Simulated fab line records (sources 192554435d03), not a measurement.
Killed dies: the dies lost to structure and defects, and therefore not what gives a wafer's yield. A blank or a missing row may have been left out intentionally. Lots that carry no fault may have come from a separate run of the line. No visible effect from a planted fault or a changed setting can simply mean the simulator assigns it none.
Lot-split experiment	flow n5 finfet	route with 1938 steps; 7 lots, 21 wafers read

== THE SPLIT ITSELF ==
At N5_BEOL_M6_PECVD_70 (deposits SiO2 from TEOS/O2, target thk 20 nm, time 22.7 s), the setting temp c was moved away from the recipe's 400 C on 5 of the 21 wafers read, by -3.1% to +2.5%. The other wafers ran this setting at the recipe's value.

The reading is taken at the split's own step.

== THE READING ==
SiO2_of_BEOL_M6_PECVD_70.thk nm (the simulator's own value, which no gauge read), in nm, at N5_BEOL_M6_PECVD_70 (deposits SiO2 from TEOS/O2, target thk 20 nm, time 22.7 s). The file does not state a usual value for it. Average 20.0 nm, standard deviation 0.24 nm, over the 16 wafers here run with the recipe.

wafer	tool, chamber at the split	temp c as run, C	against the recipe	SiO2_of_BEOL_M6_PECVD_70.thk nm, nm	against lot-mates on the recipe
L083.1	pecvd-03, 1	400	recipe	19.8	-
L083.2	pecvd-03, 2	387.7	-3.1%	21.2	+1.4
L083.6	pecvd-03, 2	387.7	-3.1%	21.6	+1.8
L084.1	pecvd-02, 1,0	400	recipe	20	-
L084.6	pecvd-02, 1,0	400	recipe	20	-
L084.5	pecvd-02, 1	400	recipe	20.2	-
L085.1	pecvd-04, 1	400	recipe	19.8	-
L085.2	pecvd-04, 0	390	-2.5%	21	+1.1
L085.4	pecvd-04, 1	400	recipe	20	-
L089.3	pecvd-04, 1	400	recipe	20.2	-
L089.4	pecvd-04, 2	400	recipe	20	-
L089.6	pecvd-04, 2	400	recipe	19.8	-
L090.2	pecvd-02, 1	410.1	+2.5%	18.6	-1.8
L090.4	pecvd-02, 2	400	recipe	20.4	-
L090.5	pecvd-02, 1	410.1	+2.5%	19.2	-1.2
L092.1	pecvd-04, 0	400	recipe	19.8	-
L092.5	pecvd-04, 0	400	recipe	19.8	-
L092.3	pecvd-04, 2	400	recipe	19.6	-
L095.2	pecvd-02, 1	400	recipe	19.6	-
L095.5	pecvd-02, 1	400	recipe	20	-
L095.6	pecvd-02, 2	400	recipe	20.4	-
Rows listing several chambers each stand for several wafers; the file does not say which wafer went through which chamber.

THE FIT
A straight line over all 21 wafers: SiO2_of_BEOL_M6_PECVD_70.thk nm changes by -0.442 nm for each +1% of temp c; r = -0.93; the points scatter about the line by 0.25 nm.
The same after taking each lot's own level away (the mean of its wafers on the recipe; 21 wafers): -0.535 nm for each +1%; r = -0.96; scatter 0.21 nm.
The reading moves by 1.6 nm for the largest change in temp c, on that fit.
The span of the lots' own levels, 19.73 to 20.40 nm, comes to 2.8 times the standard deviation stated above.
Hence the slope depends on the lot-to-lot level, as the two fits are not the same.
Check: +1.7 nm against its lot-mates is what the line predicts for one of the wafers moved furthest among these (-3.1%) when that wafer is left out of the fit. It came out at +1.4 nm against them.

== OTHER SPLITS ON THESE WAFERS ==
Other splits were also applied to these wafers ahead of the reading. Each is held against what the fit with the lots' levels taken away leaves over:
other split on the same wafers	wafers away from the commonest value	r with SiO2_of_BEOL_M6_PECVD_70.thk nm (lot level and that fit taken away)
N5_BEOL_M2_EXPOSE_08 dose mj	7	+0.00
N5_BEOL_M3_ETCH_70 bias w	6	+0.02
N5_BEOL_M3_VIA_ETCH_34 bias w	7	+0.24
N5_BEOL_M4_ETCH_70 source w	9	-0.14
N5_BEOL_M4_TRENCH_ETCH_37 bias w	6	-0.18
N5_BEOL_M5_COAT_71 spin rpm	9	+0.41
N5_BEOL_M5_COAT_05 spin rpm	6	-0.04

== FILE'S OWN FIT ==
SiO2_of_BEOL_M6_PECVD_70.thk nm changes by -0.519 nm for each +1% of temp c, r = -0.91.
